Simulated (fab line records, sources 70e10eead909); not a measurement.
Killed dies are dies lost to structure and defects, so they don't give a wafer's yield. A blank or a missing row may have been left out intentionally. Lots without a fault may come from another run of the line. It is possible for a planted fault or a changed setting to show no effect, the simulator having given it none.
Struck lot and sound lot, side by side / flow nand harc / 23 steps out of a route of 1159
Sound: these wafers, L132.1, L132.3, L132.6. The struck wafers were L143.2, L143.4, L143.5. Last of all comes the cause.
Order at every step that has rows: each side's tool, ch and its chambers, its first start. Under that, the readings that differ: sound wafers / struck wafers / difference of the means / sigmas: that difference in standard deviations of wafers without a fault.
alike: readings with means less than 2 such deviations apart, plus words and numbers identical on both sides. not compared: withheld readings, readings lacking a value on some wafer, bounds such as >300 that could conceal the same value, and numbers that have no deviation in the record and whose values overlap.
A row with sigmas, a row that says differs or no value, or rows on one side alone: a step with any of these is where the two part. When numbers do not overlap yet have no deviation, they are printed without sigmas and do not part them. A reading missing from all wafers of one side parts the sides only when that side holds two or more wafers.

NHARC_A_CONTACT_CVD_19: deposits W, target thk 300 nm, time 802 s.
  sound on cvd w-02 ch 1; struck on cvd w-01 ch 0,1
  alike: chamber pressure Torr, heater power w, throttle valve pct
NHARC_A_CONTACT_CMP_20: polishes, t overpolish 30 s, target thk 300 nm.
  sound on cmp-03 ch 0,1,3, day 18 23:43; struck on cmp-03 ch 1,3, day 21 14:43
  alike: motor current A, overpolish run s, time to endpoint s
following that, these wafers have no rows for 1 step: NHARC_A_CONTACT_SRD_22.
NHARC_A_CONTACT_INSPECT_23:
  struck on defect inspect-01, day 21 15:08; sound on defect inspect-02, day 19 00:06
  alike: raw defect count
then, 7 steps without rows for these wafers: NHARC_A_BLC_DEHYDRATE_00 (time 120 s); NHARC_A_BLC_HMDS_01 (time 30 s); NHARC_A_BLC_COAT_02 (time 75 s); NHARC_A_BLC_COAT_03 (time 65 s); NHARC_A_BLC_COAT_04 (resist thk 90 nm); NHARC_A_BLC_SOFTBAKE_05 (time 55 s); NHARC_A_BLC_EBR_06.
NHARC_A_BLC_EXPOSE_07: exposes mask A BLC, target cd 100 nm.
  sound on arfi scanner-02 ch 0, day 19 00:20; struck on arfi scanner-03 ch 0, day 21 15:32
reading=exposure dose mJ cm2; sound=67.97 67.87 67.86; struck=79.15 79.20 79.22; difference=+11.29; sigmas=+99 or more
  alike: mask
then, 2 steps without rows for these wafers: NHARC_A_BLC_PEB_08 (peb time 65 s); NHARC_A_BLC_DEVELOP_09 (develop time 35 s).
NHARC_A_BLC_CD_MEAS_10 targets a cd of 100 nm.
  sound on cd sem-01 ch 0, day 19 00:29; struck on cd sem-01 ch 0, day 21 15:40
reading=cd nm (nm); sound=100.6 100.5 101.1; struck=109.2 108.3 108.1; difference=+7.8; sigmas=+8
NHARC_A_BLC_OVL_MEAS_11:
  struck on overlay-01, day 21 15:45; sound on overlay-01, day 19 00:34
  alike: overlay x nm, overlay y nm
NHARC_A_BLC_INSPECT_12:
  struck on defect inspect-01, day 21 15:47; sound on defect inspect-01, day 19 00:37
  alike: raw defect count
NHARC_A_BLC_DESCUM_15: chemistry O2, time 3 s.
  sound on rie diel-08 ch 0,1,3, day 19 00:40; struck on rie diel-08 ch 1,2,3, day 21 15:51
reading=model.A_BLC.cd nm (nm); sound=100.4 100.5 100.5; struck=108.3 107.7 108.3; difference=+7.6; sigmas=
  alike: chamber pressure mTorr, drypump motor current A, oes product au, rf vpp V, showerhead plenum p Torr, throttle valve pct
  not compared: rf hours counter h
NHARC_A_BLC_ETCH_16: etches the open film in CF4, target depth 39 nm, time 65 s.
  sound on rie diel-08 ch 0,2, day 19 00:45; struck on rie diel-08 ch 1,2,3, day 21 16:07
  alike: chamber pressure mTorr, drypump motor current A, oes product au, rf vpp V, showerhead plenum p Torr, throttle valve pct
  not compared: rf hours counter h
NHARC_A_BLC_ETCH_17: etches the open film in N2/H2, target depth 390 nm, time 609.38 s.
  sound on rie diel-08 ch 0,3; struck on rie diel-08 ch 0,1,3
  alike: chamber pressure mTorr, drypump motor current A, oes product au, rf vpp V, showerhead plenum p Torr, throttle valve pct
  not compared: rf hours counter h
NHARC_A_BLC_ETCH_18: etches the open film in C4F8/O2/Ar, target depth 910 nm.
  sound on rie diel-08 ch 0,2,3; struck on rie diel-08 ch 0,2,3
reading=oes product au (a.u.); sound=0.918 0.924 0.911; struck=0.968 0.961 0.976; difference=+0.051; sigmas=+2
reading=model.A_BLC.cd nm (nm); sound=99.99 95.93 98.28; struck=107.1 112.8 109.9; difference=+11.9; sigmas=
  alike: chamber pressure mTorr, rf vpp V
  not compared: rf hours counter h
NHARC_A_BLC_CD_MEAS_19:
  struck on cd sem-03, day 21 16:59; sound on cd sem-01, day 19 01:38
reading=cd nm (nm); sound=100.3 95.8 98.2; struck=107.1 112.9 109.9; difference=+11.9; sigmas=+4
-- record jumps: 2 days between struck wafers' starts before vs after; left off in module A_BLC, resumes in module END, first step shown is number 1159 of the route --
NHARC_END_SORT_01:
  only the struck wafers appear in the record here, on prober-02 ch 0 at day 24 00:41; the sound ones have no rows

== WHERE THEY PART ==
Earliest at NHARC_A_BLC_EXPOSE_07; latest, in this record, at NHARC_END_SORT_01.

WHY: what the simulator had put in
Process parameters drifting: arfi scanner-03 at NHARC_A_BLC_EXPOSE_07, beginning at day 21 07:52. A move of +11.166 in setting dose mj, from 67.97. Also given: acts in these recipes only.
